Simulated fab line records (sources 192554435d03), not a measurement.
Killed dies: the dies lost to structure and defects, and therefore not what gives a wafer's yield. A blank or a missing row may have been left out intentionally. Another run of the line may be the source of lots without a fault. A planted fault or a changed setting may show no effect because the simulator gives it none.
Struck lot and sound lot, side by side + flow n5-finfet + 14 steps out of a route of 1938
Sound: these wafers, L827.2, L827.3, L827.4. Struck: wafer L831.1 (left out: L831.2, L831.4 of the same lot, which were not struck); the cause appears at the end.
For every step that has rows: the tool of each side, followed by ch and its chambers, followed by its first start. Under that, the readings that differ: sound wafers + struck wafers + difference of the means + sigmas: that difference in standard deviations of wafers without a fault.
alike: words and numbers the same on both sides, and readings whose means are apart by under 2 such deviations; not compared: readings that were withheld, readings missing a value for some wafer, numbers with overlapping values and no deviation given by the record, and bounds like >300 which may hide the same value.
The two part at a step that has a row with sigmas, a row that says differs or no value, or rows on one side only. When numbers do not overlap yet have no deviation, they are printed without sigmas and do not part them. A reading missing from all wafers of one side parts the sides only when that side holds two or more wafers.

first, 1 step without rows for these wafers: N5_BEOL_M8_CURE_75 (cures SiCOH lowk, time 120 s).
N5_BEOL_M8_DEGAS_44: time 60 s.
  sound on pvd-sputter-02 at day 10 14:18; struck on pvd-sputter-01 at day 11 22:16
  alike: heater-power-w
N5_BEOL_M8_PRE_CLEAN_45: time 30 s.
  sound on pvd-sputter-02 at day 10 14:20; struck on pvd-sputter-01 at day 11 22:19
  alike: heater-power-w
then, 1 step without rows for these wafers: N5_BEOL_M8_ALD_77 (deposits TaN, target thk 2 nm, pulse time 2 s, purge time 3 s).
N5_BEOL_M8_SURFACE_TREAT_79:
  sound on pvd-sputter-03 at day 10 14:41; struck on pvd-sputter-02 at day 11 22:48
  not compared: throttle-valve-pct
then, 3 steps without rows for these wafers: N5_BEOL_M8_CVD_78 (deposits Co from CCTBA/H2, target thk 2 nm, time 142.3 s); N5_BEOL_M8_SPUTTER_48 (material Cu, target thk 10 nm, time 1.667 s); N5_BEOL_M8_ECD_50 (material Cu, target thk 300 nm).
N5_BEOL_M8_ANNEAL_51: time 90 s.
  sound on rtp-anneal-02 ch 0, day 10 15:14; struck on rtp-anneal-01 ch 0, day 11 23:26
  alike: anneal-temp-c, wafer_temp_C_max
N5_BEOL_M8_CMP_52: polishes, stops on SiCOH lowk, t overpolish 6.9 s, target thk 80 nm.
  sound on cmp-01 ch 1,2,3, day 10 15:29; struck on cmp-02 ch 2, day 11 23:47
  alike: barrier-field-endpoint-s, head-pressure-psi, motor-current-A, overpolish-run-s, time-to-endpoint-s
N5_BEOL_M8_THK_MEAS_53: measures by xrf.
  sound on film-metro-01 at day 10 15:46; struck on film-metro-02 at day 12 00:03
  alike: M8_THK
then, 1 step without rows for these wafers: N5_BEOL_M8_PRE_CLEAN_55 (time 15 s).
N5_BEOL_M8_DEP_56: deposits SiCN from 3MS/NH3, target thk 10 nm, time 17.5 s.
  sound on pecvd-04 ch 0,1, day 10 15:50; struck on pecvd-03 ch 2, day 12 00:07
| reading                                  | sound      | struck | difference | sigmas |
|------------------------------------------|------------|--------|------------|--------|
| model.SiCN_of_BEOL_M8_DEP_56.thk-nm (nm) | 10 10 10.2 | 10.4   | +0.3       |        |
  alike: chamber-pressure-Torr, showerhead-plenum-p-Torr, throttle-valve-pct
N5_BEOL_M8_RS_MEAS_57: the measuring method here is four-point-probe.
  sound on film-metro-02 at day 10 15:55; struck on film-metro-01 at day 12 00:11
  alike: M8_RS

WHERE THEY PART
Nowhere in this record.

WHY: what the simulator had put in
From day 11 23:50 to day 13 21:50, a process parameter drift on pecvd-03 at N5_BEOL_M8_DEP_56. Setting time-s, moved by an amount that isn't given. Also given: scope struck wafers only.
